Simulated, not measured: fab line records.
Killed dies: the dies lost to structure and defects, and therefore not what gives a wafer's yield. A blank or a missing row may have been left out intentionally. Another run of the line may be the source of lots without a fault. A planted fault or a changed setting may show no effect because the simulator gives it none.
Which tool is to blame? | flow n5 finfet | Sampling: 12 lots, 34 wafers, 5 of 1938 route steps

## WHAT THE GAUGES SHOWED, per wafer
Not one reading of a measure or inspect step in the record can be checked against a usual standard deviation.

## WHICH TOOL RAN EACH LOT (tool, then ch and the chambers of the sampled wafers, then the start)
lot  | N5_BEOL_M6_CVD_78                | N5_BEOL_M15_ETCH_38                           | N5_MIM_BOT_DEGAS_01          | N5_MIM_BOT_SPUTTER_00        | N5_PASSIVATION_PROBE_49
L740 | cvd co-01 ch 0,1, day 8 23:12    | rie diel-06 ch 0,3, day 12 02:56 or earlier   | pvd sputter-02, day 12 02:56 | pvd sputter-02, day 12 02:58 | -
L739 | cvd co-01 ch 1,2, day 9 03:58    | rie diel-06 ch 0,1,3, day 11 22:31 or earlier | pvd sputter-03, day 11 22:31 | pvd sputter-03, day 11 22:33 | -
L742 | cvd co-02 ch 0,1,2, day 9 06:28  | rie diel-05 ch 0,1,3, day 12 05:14 or earlier | pvd sputter-03, day 12 05:14 | pvd sputter-03, day 12 05:17 | -
L741 | cvd co-01 ch 0,1, day 9 06:37    | rie diel-05 ch 1,2, day 12 03:14 or earlier   | pvd sputter-02, day 12 03:14 | pvd sputter-02, day 12 03:17 | -
L746 | cvd co-02 ch 0,2, day 10 14:25   | rie diel-05 ch 0,1, day 13 17:01 or earlier   | pvd sputter-03, day 13 17:01 | pvd sputter-03, day 13 17:04 | -
L747 | cvd co-02 ch 1,2, day 10 20:17   | rie diel-01 ch 1,2, day 13 20:17 or earlier   | pvd sputter-03, day 13 20:17 | pvd sputter-03, day 13 20:19 | -
L745 | cvd co-02 ch 0,1,2, day 11 01:11 | rie diel-01 ch 1,2,3, day 14 04:32 or earlier | pvd sputter-01, day 14 04:32 | pvd sputter-01, day 14 04:35 | prober-02, day 14 15:17
L751 | cvd co-02 ch 0,2, day 11 17:36   | rie diel-01 ch 1,2,3, day 14 12:43 or earlier | pvd sputter-03, day 14 12:43 | pvd sputter-03, day 14 12:45 | prober-01, day 15 03:49
L758 | cvd co-01 ch 0,1, day 13 17:02   | rie diel-05 ch 0,2,3, day 16 09:24 or earlier | pvd sputter-01, day 16 09:24 | pvd sputter-01, day 16 09:26 | -
L759 | cvd co-01 ch 1,2, day 13 21:45   | rie diel-05 ch 0,1, day 16 20:15 or earlier   | pvd sputter-01, day 16 20:15 | pvd sputter-01, day 16 20:17 | -
L761 | cvd co-01 ch 1,2, day 14 09:02   | rie diel-01 ch 1,2, day 17 13:13 or earlier   | pvd sputter-02, day 17 13:13 | pvd sputter-02, day 17 13:16 | -
L762 | cvd co-02 ch 2, day 15 05:59     | rie diel-06 ch 0,3, day 18 12:09 or earlier   | pvd sputter-03, day 18 12:09 | pvd sputter-03, day 18 12:11 | -
- N5_BEOL_M6_CVD_78: deposits Co from CCTBA/H2, target thk 2 nm, time 142.3 s.
- N5_BEOL_M15_ETCH_38: etches SiCN in CF4/N2, target depth 106.4 nm, time 120.5 s.
- N5_MIM_BOT_DEGAS_01: time 60 s.
- N5_MIM_BOT_SPUTTER_00: material TiN, target thk 35 nm, time 89.7 s.
- N5_PASSIVATION_PROBE_49

## AS READ BY THE TOOLS THEMSELVES (means over the sampled wafers that have a number; for cases with no such wafer, the mark the record gives instead)
N5_BEOL_M15_ETCH_38.
lot  | tool        | drypump motor current A (A) | oes product au (a.u.) | rf vpp V (V) | showerhead plenum p Torr (Torr) | throttle valve pct (%)
L740 | rie diel-06 | 5.5                         | 0.78                  | 381.3        | 2.19                            | 15.50
L739 | rie diel-06 | 5.5                         | 0.80                  | 382.7        | 2.23                            | 15.37
L742 | rie diel-05 | 5.6                         | 0.74                  | 382.6        | 2.23                            | 15.47
L741 | rie diel-05 | 5.4                         | 0.81                  | 381.8        | 2.22                            | 15.29
L746 | rie diel-05 | 5.6                         | 0.77                  | 383.6        | 2.24                            | 15.31
L747 | rie diel-01 | 5.6                         | 0.94                  | 381.6        | 2.21                            | 15.24
L745 | rie diel-01 | 5.7                         | 0.86                  | 382.6        | 2.23                            | 15.29
L751 | rie diel-01 | 5.7                         | 0.86                  | 383.1        | 2.23                            | 15.30
L758 | rie diel-05 | 5.7                         | 0.80                  | 382.8        | 2.22                            | 15.42
L759 | rie diel-05 | 5.7                         | 0.72                  | 383.3        | 2.25                            | 15.43
L761 | rie diel-01 | 5.5                         | 0.88                  | 381.5        | 2.19                            | 15.26
L762 | rie diel-06 | 5.5                         | 0.72                  | 382.4        | 2.19                            | 15.59

N5_MIM_BOT_DEGAS_01.
lot  | tool           | heater power w (W)
L740 | pvd sputter-02 | 463
L739 | pvd sputter-03 | 493
L742 | pvd sputter-03 | 528
L741 | pvd sputter-02 | 462
L746 | pvd sputter-03 | 498
L747 | pvd sputter-03 | 532
L745 | pvd sputter-01 | 414
L751 | pvd sputter-03 | 494
L758 | pvd sputter-01 | 422
L759 | pvd sputter-01 | 435
L761 | pvd sputter-02 | 471
L762 | pvd sputter-03 | 539

N5_MIM_BOT_SPUTTER_00.
lot  | tool           | cathode dc power W (W) | throttle valve pct (%)
L740 | pvd sputter-02 | 3000.2                 | 30.9
L739 | pvd sputter-03 | 3000.0                 | 30.0
L742 | pvd sputter-03 | 3000.2                 | 30.1
L741 | pvd sputter-02 | 2999.8                 | 30.8
L746 | pvd sputter-03 | 3000.2                 | 30.0
L747 | pvd sputter-03 | 2999.5                 | 31.0
L745 | pvd sputter-01 | 2999.9                 | 29.5
L751 | pvd sputter-03 | 2999.9                 | 30.4
L758 | pvd sputter-01 | 3000.4                 | 30.7
L759 | pvd sputter-01 | 2999.9                 | 30.4
L761 | pvd sputter-02 | 3000.3                 | 30.8
L762 | pvd sputter-03 | 3000.2                 | 30.9

N5_PASSIVATION_PROBE_49.
lot  | tool      | defect limited yield (%) | killed_at_M0_to_M3 | killed_at_M4_up | killed at contacts | killed at front end | killed at other | killed dies | killed on rim | killed open | killed short | sort_bin_5_function (%) | sort_bin_6_memory (%) | sort n pass | sort yield pct (%)
L745 | prober-02 | 82.7                     | 25                 | 128             | 6                  | 42                  | 2.0             | 204         | 23            | 52          | 29           | 10.0                    | 3.9                   | 976         | 82.7
L751 | prober-01 | 86.7                     | 22                 | 97              | 4                  | 30                  | 4.3             | 156         | 25            | 50          | 23           | 7.5                     | 3.1                   | 1024        | 86.7

## THE ANSWER, worked out from the rows above alone
Rule: the usual values come from the lots themselves. The widest of any qualifying gaps counts: lots, ordered by their means at a reading, are off when they make up no more than a third of the lots, leave a main group of 4 or more, and stand apart from it by 3 or more times the standard deviation of that group's means. Not used: any main group whose means are identical at the precision the tables above print for the reading. A lot without any number at a reading at which 4 lots or more have one is off too. All remaining lots with rows at the step are treated as sound. After the gauges, taken in route order, come the tools' own readings; for these a lot's mean is taken, as printed above. At the first step where some lot is off, the reading lying furthest off is the one used; lots without a number count as furthest.
Nothing can be told from this: no lot is off at any reading shown.

## WHAT WAS PUT IN BY THE SIMULATOR
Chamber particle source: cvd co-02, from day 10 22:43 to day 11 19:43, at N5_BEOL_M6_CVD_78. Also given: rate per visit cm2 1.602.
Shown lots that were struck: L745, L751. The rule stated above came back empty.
